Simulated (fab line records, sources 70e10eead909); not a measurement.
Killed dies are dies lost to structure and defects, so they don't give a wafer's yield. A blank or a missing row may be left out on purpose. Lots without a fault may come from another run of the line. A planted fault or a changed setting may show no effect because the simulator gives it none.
fab line records | flow nand_harc
record lots=6 wafers=18 last_day=32
route steps=1302 shown A_CONTACT@1071 END@1302
lots that met no fault: from a run of the same line without faults
start_h: hours from the record's first day to the start of the lot's first wafer shown | wait_h: hours since the lot's step before | " the same as in the row above | L1.1+2: a row that stands for several wafers | - no value, or no start given | * or withheld: withheld | < > ~ a bound
route shown NAME@n: a module of which the file shows steps, and the number in the route of the first | usual: mean/standard deviation of fault-free wafers | same: alike in all rows | chamber/n: place in a boat | sites: the reading at each site | _std_site: their standard deviation | _edge_site: outer sites' mean less inner sites' | radius_mm: how far each site lies from the wafer's centre | mask NAME#n: copy n | behind: the tool/chamber that last shaped the wafer | hold: why the lot was held/for how many hours/how that ended | device: the transistor (n, p or np) that didn't switch | end of line: the same wafers' tests at the end of the route | a step without rows: its recipe alone | killed: dies lost to structure and defects at the first sort, not the wafer's yield | map: a wafer's dies, x killed, . not, _ none there
set.NAME: the setting as run; set.NAME@STEP: as run at that earlier step | model.NAME: the simulator's own value behind a step, which no gauge read
lots at some steps of the route; a table a step, a row a wafer
services: from which hour (start_h, from the record's first day; less than 0 if before it) a tool's chamber was out of use, for how many hours, and why
## steps
# step NHARC_A_CONTACT_COAT_87
# recipe temp_c=225 time_s=65
# step NHARC_A_CONTACT_COAT_02
# recipe spin_rpm=1500 resist_thk_nm=90
# step NHARC_A_CONTACT_SOFTBAKE_03
# recipe temp_c=105 time_s=55
# step NHARC_A_CONTACT_EBR_04
# step NHARC_A_CONTACT_EXPOSE_05
# recipe na=1.35 sigma_outer=0.8 dose_mj=84.24 mask_id=A_CC
# step NHARC_A_CONTACT_PEB_06
# recipe peb_temp_c=100 peb_time_s=65
# step NHARC_A_CONTACT_DEVELOP_07
# recipe develop_time_s=35 dev_temp_c=23
# step NHARC_A_CONTACT_CD_MEAS_08
# recipe target_cd_nm=200 landing_energy_ev=500
# usual cd_nm=199.7/0.89
# columns lot.wafer tool chamber start_h wait_h cd_nm
L621.1 cd_sem-02 0 547.73 - 198.7
L621.3 " 0 " " 199.6
L621.5 " 0 " " 199.2
L627.1 cd_sem-03 0 616.96 - 199.7
L627.3 " 0 " " 200.1
L627.6 " 0 " " 200.3
L636.3 cd_sem-01 0 681.59 - 200.2
L636.4 " 0 " " 199.4
L636.5 " 0 " " 199.2
L637.2 cd_sem-02 0 694.99 - 200.6
L637.3 " 0 " " 201.0
L637.4 " 0 " " 200.8
L640.3 cd_sem-03 0 712.39 - 200.0
L640.5 " 0 " " 201.3
L640.6 " 0 " " 200.1
L638.2 cd_sem-03 0 724.86 - 198.8
L638.3 " 0 " " 198.3
L638.5 " 0 " " 198.6
# step NHARC_A_CONTACT_OVL_MEAS_09
# usual overlay_x_nm=-0.1/0.9 overlay_y_nm=0.1/0.95
# columns lot.wafer tool chamber start_h wait_h overlay_x_nm overlay_y_nm
L621.1 overlay-01 - 547.81 - -0.4 0.0
L621.3 " - " " -1.0 -0.5
L621.5 " - " " -0.6 -0.2
L627.1 overlay-01 - 617.05 - 0.9 -1.2
L627.3 " - " " 0.6 -0.9
L627.6 " - " " 0.0 -0.7
L636.3 overlay-01 - 681.68 - -0.8 2.6
L636.4 " - " " -0.8 1.5
L636.5 " - " " -1.3 2.4
L637.2 overlay-01 - 695.07 - 2.2 0.1
L637.3 " - " " 2.1 0.4
L637.4 " - " " 2.3 0.5
L640.3 overlay-01 - 712.48 - 0.0 -0.6
L640.5 " - " " 0.2 -0.9
L640.6 " - " " 0.7 -1.1
L638.2 overlay-02 - 724.95 - 0.0 -1.4
L638.3 " - " " 0.2 -1.2
L638.5 " - " " 0.2 -1.3
# step NHARC_A_CONTACT_INSPECT_10
# usual raw_defect_count=84/28
# columns lot.wafer tool chamber start_h wait_h raw_defect_count
L621.1 defect_inspect-02 - 547.85 0.0 88
L621.3 " - " " 105
L621.5 " - " " 133
L627.1 defect_inspect-02 - 617.08 0.0 97
L627.3 " - " " 89
L627.6 " - " " 111
L636.3 defect_inspect-01 - 681.72 0.0 79
L636.4 " - " " 102
L636.5 " - " " 107
L637.2 defect_inspect-02 - 695.11 0.0 61
L637.3 " - " " 66
L637.4 " - " " 63
L640.3 defect_inspect-02 - 712.51 0.0 59
L640.5 " - " " 43
L640.6 " - " " 45
L638.2 defect_inspect-01 - 724.99 0.0 31
L638.3 " - " " 24
L638.5 " - " " 38
# step NHARC_A_CONTACT_DESCUM_13
# recipe time_s=3 o2_flow_sccm=200 ar_flow_sccm=0 bias_power_w=0 chemistry=O2
# usual drypump_motor_current_A=5.7/0.4 oes_product_au=0.998/0.013 rf_vpp_V=57.7/0.88 showerhead_plenum_p_Torr=1.88/0.078 throttle_valve_pct=11.312/0.0078
# same bias_power_w=0
# columns lot.wafer tool chamber start_h wait_h drypump_motor_current_A oes_product_au rf_hours_counter_h rf_vpp_V showerhead_plenum_p_Torr throttle_valve_pct
L621.1 rie_diel-06 1 547.91 0.1 4.8 1.009 21 56.6 1.85 11.325
L621.3 " 2 " " 5.7 0.979 19 58.1 2.05 11.315
L621.5 " 1 " " 4.8 1.015 - 57.7 1.85 11.308
L627.1 rie_diel-12 0 617.14 0.1 4.9 0.988 26 57.6 1.83 11.315
L627.3 " 1 " " 5.9 0.992 23 59.2 1.88 11.305
L627.6 " 1 " " 5.9 0.992 - 58.7 1.89 11.313
L636.3 rie_diel-12 3 681.78 0.1 5.9 0.992 12 57.9 1.97 11.306
L636.4 " 1 " " 5.9 0.995 11 56.9 1.88 11.318
L636.5 " 3 " " 5.9 0.987 - 57.3 1.97 11.319
L637.2 rie_diel-03 0 695.17 0.1 6.1 1.017 20 57.0 1.81 11.316
L637.3 " 1 " " 5.7 0.996 11 58.1 1.93 11.300
L637.4 " 3 " " 5.9 1.012 19 56.7 1.82 11.318
L640.3 rie_diel-06 0 712.60 0.1 5.4 0.966 16 58.3 2.01 11.331
L640.5 " 1 " " 4.9 1.006 - 57.7 1.83 11.309
L640.6 " 2 " " 5.7 1.009 - 57.7 2.03 11.310
L638.3 rie_diel-03 1 725.05 0.1 5.6 0.996 21 58.6 1.93 11.305
L638.2 " 3 " " 5.8 0.994 30 57.8 1.81 11.312
L638.5 " 2 " " 6.0 0.976 - 57.4 1.92 11.308
# step NHARC_A_CONTACT_ETCH_88
# recipe target_depth_a=390 over_etch_frac=0.3 time_s=65 ion_energy_ev=80 cf4_flow_sccm=150 ar_flow_sccm=0 rf_w=300 bias_w=100 chemistry=CF4
# usual bias_w=100.00/0.28 cf4_flow_sccm=150.1/0.46 drypump_motor_current_A=5.7/0.4 oes_product_au=0.999/0.014 rf_vpp_V=151.0/1.2 showerhead_plenum_p_Torr=1.75/0.067 throttle_valve_pct=13.285/0.009
# columns lot.wafer tool chamber start_h wait_h bias_w cf4_flow_sccm drypump_motor_current_A oes_product_au rf_hours_counter_h rf_vpp_V showerhead_plenum_p_Torr throttle_valve_pct
L621.1 rie_diel-06 0 548.00 0.1 99.99 149.6 5.4 0.989 24 151.2 1.87 13.275
L621.3 " 1 " " 100.35 150.7 4.8 1.026 21 151.0 1.71 13.275
L621.5 " 1 " " 100.09 149.5 4.9 1.016 - 149.7 1.71 13.291
L627.1 rie_diel-12 0 617.23 0.1 99.87 150.1 4.9 0.977 26 148.8 1.70 13.300
L627.3 " 2 " " 100.07 150.3 5.7 1.028 24 149.3 1.66 13.275
L627.6 " 3 " " 100.27 151.1 5.9 0.996 - 154.2 1.82 13.267
L636.3 rie_diel-12 3 681.87 0.1 100.18 149.4 6.0 1.000 12 151.5 1.82 13.285
L636.4 " 0 " " 99.76 149.6 4.9 1.023 11 149.7 1.69 13.282
L636.5 " 2 " " 100.19 150.3 5.7 1.014 - 150.6 1.65 13.283
L637.4 rie_diel-03 0 695.26 0.1 100.21 150.2 6.1 1.008 20 151.1 1.68 13.280
L637.2 " 1 " " 99.64 150.3 5.7 0.990 12 151.8 1.78 13.276
L637.3 " 2 " " 99.93 150.2 6.0 0.980 19 150.1 1.78 13.284
L640.3 rie_diel-06 0 712.67 0.1 99.98 149.7 5.4 0.974 16 153.6 1.85 13.276
L640.5 " 2 " " 99.95 149.9 5.7 1.003 - 151.9 1.87 13.288
L640.6 " 3 " " 100.63 150.2 5.4 1.026 - 152.1 1.87 13.283
L638.2 rie_diel-03 1 725.13 0.1 99.76 150.0 5.6 1.000 21 152.3 1.78 13.301
L638.3 " 3 " " 100.02 150.0 5.8 1.009 30 150.6 1.68 13.276
L638.5 " 2 " " 99.93 150.5 6.0 0.988 - 151.5 1.78 13.290
# step NHARC_A_CONTACT_ETCH_89
# recipe target_depth_a=2600 over_etch_frac=0.3 time_s=475.3 ion_energy_ev=200 n2_flow_sccm=150 h2_flow_sccm=150 ar_flow_sccm=0 rf_w=400 bias_w=150 chemistry=N2/H2
# usual bias_w=149.9/0.47 chamber_pressure_mTorr=30.001/0.029 drypump_motor_current_A=5.7/0.37 oes_product_au=0.999/0.014 rf_vpp_V=429.8/2.6 showerhead_plenum_p_Torr=2.01/0.089 throttle_valve_pct=14.170/0.0086
# columns lot.wafer tool chamber start_h wait_h bias_w chamber_pressure_mTorr drypump_motor_current_A oes_product_au rf_hours_counter_h rf_vpp_V showerhead_plenum_p_Torr throttle_valve_pct
L621.1 rie_diel-06 0 548.16 - 150.1 29.990 5.4 0.977 24 433.7 2.16 14.152
L621.3 " 1 " " 150.1 30.038 4.9 1.027 21 428.1 1.97 14.169
L621.5 " 2 " " 150.5 29.989 5.7 0.977 - 434.5 2.19 14.172
L627.1 rie_diel-12 2 617.32 - 150.9 30.016 5.7 1.040 24 424.5 1.90 14.170
L627.3 " 0 " " 149.3 29.995 4.9 0.989 26 429.2 1.95 14.165
L627.6 " 3 " " 150.5 29.996 5.9 0.999 - 432.5 2.11 14.173
L636.3 rie_diel-12 2 682.02 - - - - - - - - -
L636.4 " 3 " " - - - - - - - -
L636.5 " 1 " " - - - - - - - -
L637.3 rie_diel-03 2 695.35 - - - - - - - - -
L637.4 " 0 " " - - - - - - - -
L637.2 " 1 " " - - - - - - - -
L640.3 rie_diel-06 2 712.85 - 149.5 29.995 5.7 1.009 15 434.6 2.17 14.183
L640.6 " 3 " " 149.4 30.014 5.4 1.013 - 435.2 2.17 14.166
L640.5 " 0 " " 149.7 30.010 5.4 0.968 - 434.4 2.15 14.170
L638.3 rie_diel-03 2 725.29 - 150.2 29.934 6.1 0.986 29 429.5 2.05 14.156
L638.2 " 3 " " 149.8 29.990 5.9 1.009 30 430.0 1.93 14.170
L638.5 " 1 " " 150.3 29.986 5.6 1.003 - 430.9 2.05 14.161
# step NHARC_A_CONTACT_ETCH_30
# recipe target_depth_a=726 time_s=36.3 cf4_flow_sccm=100 chf3_flow_sccm=30 ar_flow_sccm=0 rf_w=500 bias_w=200 chemistry=CF4/CHF3
# usual bias_w=200.0/0.59 cf4_flow_sccm=100.0/0.31 drypump_motor_current_A=5.7/0.41 oes_product_au=0.937/0.024 rf_vpp_V=369.8/2 showerhead_plenum_p_Torr=1.55/0.059 throttle_valve_pct=16.803/0.01
# columns lot.wafer tool chamber start_h wait_h bias_w cf4_flow_sccm drypump_motor_current_A oes_product_au rf_hours_counter_h rf_vpp_V showerhead_plenum_p_Torr throttle_valve_pct
L621.3 rie_diel-06 0 - - 200.5 99.8 5.4 0.913 24 373.4 1.66 16.809
L621.1 " 3 " " 199.3 100.2 5.4 0.913 17 373.3 1.68 16.805
L621.5 " 0 " " 199.9 100.1 5.4 0.907 - 374.2 1.66 16.809
L627.1 rie_diel-12 1 - - 199.3 99.9 5.9 0.933 23 368.8 1.55 16.810
L627.3 " 2 " " 200.7 99.4 5.7 0.951 24 368.1 1.47 16.788
L627.6 " 3 " " 199.6 99.7 5.9 0.938 - 371.7 1.62 16.799
L636.4 rie_diel-12 0 - - 199.2 99.5 4.9 0.937 11 369.5 1.51 16.796
L636.3 " 1 " " 200.2 100.1 5.9 0.919 12 370.1 1.55 16.803
L636.5 " 0 " " 201.3 99.3 4.9 0.928 - 368.2 1.51 16.819
L637.3 rie_diel-03 0 - - 200.0 100.0 6.1 0.934 20 369.0 1.49 16.813
L637.4 " 1 " " 200.2 100.4 5.6 0.928 12 370.7 1.59 16.804
L637.2 " 2 " " 200.8 99.8 6.1 0.909 20 370.8 1.58 16.802
L640.3 rie_diel-06 3 - - 199.2 99.7 5.4 1.006 15 373.5 1.66 16.814
L640.5 " 0 " " 200.1 100.0 5.4 0.951 - 373.3 1.65 16.794
L640.6 " 1 " " 199.6 99.9 4.9 0.968 - 368.8 1.51 16.801
L638.3 rie_diel-03 2 - - 199.7 100.2 6.0 0.900 29 369.7 1.58 16.780
L638.2 " 0 " " 199.7 99.8 6.1 0.928 32 366.9 1.49 16.820
L638.5 " 1 " " 199.7 100.1 5.7 0.918 - 370.3 1.58 16.807
# step NHARC_END_SORT_01
# recipe temp_c=25
# usual killed_at_array=59/17 killed_at_other=0.9/1.6 killed_at_periphery=3.7/2.3 killed_dies=64/17 killed_open=3.3/1.8 killed_short=2.4/1.6
# same gross_dies=677
# columns lot.wafer tool chamber start_h wait_h killed_at_array killed_at_other killed_at_periphery killed_dies killed_open killed_short
L636.3 prober-01 0 731.55 3.1 668 4 5 677 5 3
L636.4 prober-01 0 732.35 3.4 671 1 5 677 3 1
L636.5 prober-01 0 733.16 3.7 668 3 6 677 2 0
L637.2 prober-01 0 747.84 2.8 674 0 3 677 1 4
L637.3 prober-01 0 748.64 3.1 673 1 3 677 5 3
L637.4 prober-01 0 749.45 3.4 673 0 4 677 4 2
# killed by level:class
L636.3 A_CONTACT:area_etch=609 A_CHANNEL_HOLE_D1:chamber_film_flake=22 A_CHANNEL_HOLE_D2:chamber_film_flake=21 A_CONTACT:chamber_film_flake=5 THIN_TSV:chamber_film_flake=4 P_M1:chamber_film_flake=3 A_ONON_D2:geometric_particle:open=2 A_SLIT:chamber_film_flake=2
L636.4 A_CONTACT:area_etch=601 A_CHANNEL_HOLE_D1:chamber_film_flake=31 A_CHANNEL_HOLE_D2:chamber_film_flake=23 A_CONTACT:chamber_film_flake=7 P_M1:chamber_film_flake=5 A_SLIT:chamber_film_flake=3 A_ONON_D1:geometric_particle:open=1 A_CHANNEL_HOLE_D1:geometric_particle:open=1
L636.5 A_CONTACT:area_etch=602 A_CHANNEL_HOLE_D1:chamber_film_flake=27 A_CHANNEL_HOLE_D2:chamber_film_flake=24 A_CONTACT:chamber_film_flake=10 P_M1:chamber_film_flake=5 THIN_TSV:chamber_film_flake=3 A_SLIT:chamber_film_flake=2 P_M1:geometric_particle:open=1
L637.2 A_CONTACT:area_etch=636 A_CHANNEL_HOLE_D1:chamber_film_flake=28 A_SLIT:chamber_film_flake=3 A_CONTACT:chamber_film_flake=3 P_CONTACT:geometric_particle:short=1 A_DECK1_JOINT:geometric_particle:short=1 A_ONON_D2:geometric_particle:short=1 A_CHANNEL_FILL_D2:geometric_particle:open=1
L637.3 A_CONTACT:area_etch=620 A_CHANNEL_HOLE_D1:chamber_film_flake=29 A_SLIT:chamber_film_flake=8 P_CONTACT:geometric_particle:open=3 A_DECK1_JOINT:chamber_film_flake=3 A_STAIRCASE:chamber_film_flake=3 A_CONTACT:chamber_film_flake=3 A_ONON_D1:geometric_particle:short=2
L637.4 A_CONTACT:area_etch=632 A_CHANNEL_HOLE_D1:chamber_film_flake=28 A_CONTACT:chamber_film_flake=5 A_SLIT:chamber_film_flake=3 A_CHANNEL_FILL_D1:geometric_particle:open=2 P_STI:geometric_particle:short=1 P_BONDPAD:geometric_particle:open=1 A_DECK1_JOINT:geometric_particle:short=1
# map L636.3 (x killed, . not)
____________x____________
_________xxxxxxx_________
_______xxxxxxxxxxx_______
______xxxxxxxxxxxxx______
_____xxxxxxxxxxxxxxx_____
____xxxxxxxxxxxxxxxxx____
____xxxxxxxxxxxxxxxxx____
___xxxxxxxxxxxxxxxxxxx___
___xxxxxxxxxxxxxxxxxxx___
__xxxxxxxxxxxxxxxxxxxxx__
__xxxxxxxxxxxxxxxxxxxxx__
_xxxxxxxxxxxxxxxxxxxxxxx_
_xxxxxxxxxxxxxxxxxxxxxxx_
_xxxxxxxxxxxxxxxxxxxxxxx_
_xxxxxxxxxxxxxxxxxxxxxxx_
_xxxxxxxxxxxxxxxxxxxxxxx_
xxxxxxxxxxxxxxxxxxxxxxxxx
xxxxxxxxxxxxxxxxxxxxxxxxx
xxxxxxxxxxxxxxxxxxxxxxxxx
xxxxxxxxxxxxxxxxxxxxxxxxx
xxxxxxxxxxxxxxxxxxxxxxxxx
_xxxxxxxxxxxxxxxxxxxxxxx_
_xxxxxxxxxxxxxxxxxxxxxxx_
_xxxxxxxxxxxxxxxxxxxxxxx_
_xxxxxxxxxxxxxxxxxxxxxxx_
_xxxxxxxxxxxxxxxxxxxxxxx_
__xxxxxxxxxxxxxxxxxxxxx__
__xxxxxxxxxxxxxxxxxxxxx__
___xxxxxxxxxxxxxxxxxxx___
___xxxxxxxxxxxxxxxxxxx___
____xxxxxxxxxxxxxxxxx____
____xxxxxxxxxxxxxxxxx____
_____xxxxxxxxxxxxxxx_____
______xxxxxxxxxxxxx______
_______xxxxxxxxxxx_______
_________xxxxxxx_________
____________x____________
# map L637.2 (x killed, . not)
____________x____________
_________xxxxxxx_________
_______xxxxxxxxxxx_______
______xxxxxxxxxxxxx______
_____xxxxxxxxxxxxxxx_____
____xxxxxxxxxxxxxxxxx____
____xxxxxxxxxxxxxxxxx____
___xxxxxxxxxxxxxxxxxxx___
___xxxxxxxxxxxxxxxxxxx___
__xxxxxxxxxxxxxxxxxxxxx__
__xxxxxxxxxxxxxxxxxxxxx__
_xxxxxxxxxxxxxxxxxxxxxxx_
_xxxxxxxxxxxxxxxxxxxxxxx_
_xxxxxxxxxxxxxxxxxxxxxxx_
_xxxxxxxxxxxxxxxxxxxxxxx_
_xxxxxxxxxxxxxxxxxxxxxxx_
xxxxxxxxxxxxxxxxxxxxxxxxx
xxxxxxxxxxxxxxxxxxxxxxxxx
xxxxxxxxxxxxxxxxxxxxxxxxx
xxxxxxxxxxxxxxxxxxxxxxxxx
xxxxxxxxxxxxxxxxxxxxxxxxx
_xxxxxxxxxxxxxxxxxxxxxxx_
_xxxxxxxxxxxxxxxxxxxxxxx_
_xxxxxxxxxxxxxxxxxxxxxxx_
_xxxxxxxxxxxxxxxxxxxxxxx_
_xxxxxxxxxxxxxxxxxxxxxxx_
__xxxxxxxxxxxxxxxxxxxxx__
__xxxxxxxxxxxxxxxxxxxxx__
___xxxxxxxxxxxxxxxxxxx___
___xxxxxxxxxxxxxxxxxxx___
____xxxxxxxxxxxxxxxxx____
____xxxxxxxxxxxxxxxxx____
_____xxxxxxxxxxxxxxx_____
______xxxxxxxxxxxxx______
_______xxxxxxxxxxx_______
_________xxxxxxx_________
____________x____________
## services
# columns tool chamber start_h hours kind
rie_diel-12 0 527.90 - clean
rie_diel-12 1 527.90 - clean
rie_diel-12 2 527.90 - clean
rie_diel-12 3 527.90 - clean
rie_diel-12 1 533.72 14.0 repair
rie_diel-03 0 541.65 - clean
rie_diel-03 1 541.65 - clean
rie_diel-03 2 541.65 - clean
rie_diel-03 3 541.65 - clean
rie_diel-06 0 542.44 - clean
rie_diel-06 1 542.44 - clean
rie_diel-06 2 542.44 - clean
rie_diel-06 3 542.44 - clean
rie_diel-12 0 552.40 - clean
rie_diel-12 1 552.40 - clean
rie_diel-12 2 552.40 - clean
rie_diel-03 0 595.85 5.6 repair
rie_diel-06 - 597.52 0.5 repair
rie_diel-12 - 622.40 9.0 pm
rie_diel-03 - 636.50 9.0 pm
rie_diel-03 1 650.83 17.3 repair
rie_diel-03 3 654.93 1.4 repair
rie_diel-06 - 661.44 9.0 pm
rie_diel-03 3 696.21 2.9 repair
## key
first_sign step=NHARC_A_CONTACT_ETCH_89 reading=tool_record direction=missing
effect step=NHARC_END_SORT_01 reading=killed_at_array direction=up sigmas=37 usual=59 struck=671
more_kills_born_at NHARC_A_CONTACT_ETCH_89@rie_diel-03=1888 NHARC_A_CONTACT_ETCH_89@rie_diel-12=1812
met_at NHARC_A_CONTACT_ETCH_89
struck_wafers L636.3,L636.4,L636.5,L637.2,L637.3,L637.4
later_rows_left_out L636.3,L636.4,L636.5,L637.2,L637.3,L637.4
tester_left_out L636,L637
onset_between 617.32 682.02
fault kind=skipped_step_whole tool=rie_diel-03,rie_diel-12 chamber=- onset_h=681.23 steps=NHARC_A_CONTACT_ETCH_89 scope=struck_lots_only
# tester_left_out: of these lots the tester's yield and bins aren't shown, on N5 and GAA mostly nor the transistor test; their killed dies are dies lost to structure and defects alone, not to doping, threshold or leakage, so they don't give the yield
# later_rows_left_out: the simulator's readings of these wafers behind a module that went badly wrong aren't trusted and aren't shown, but for the sort
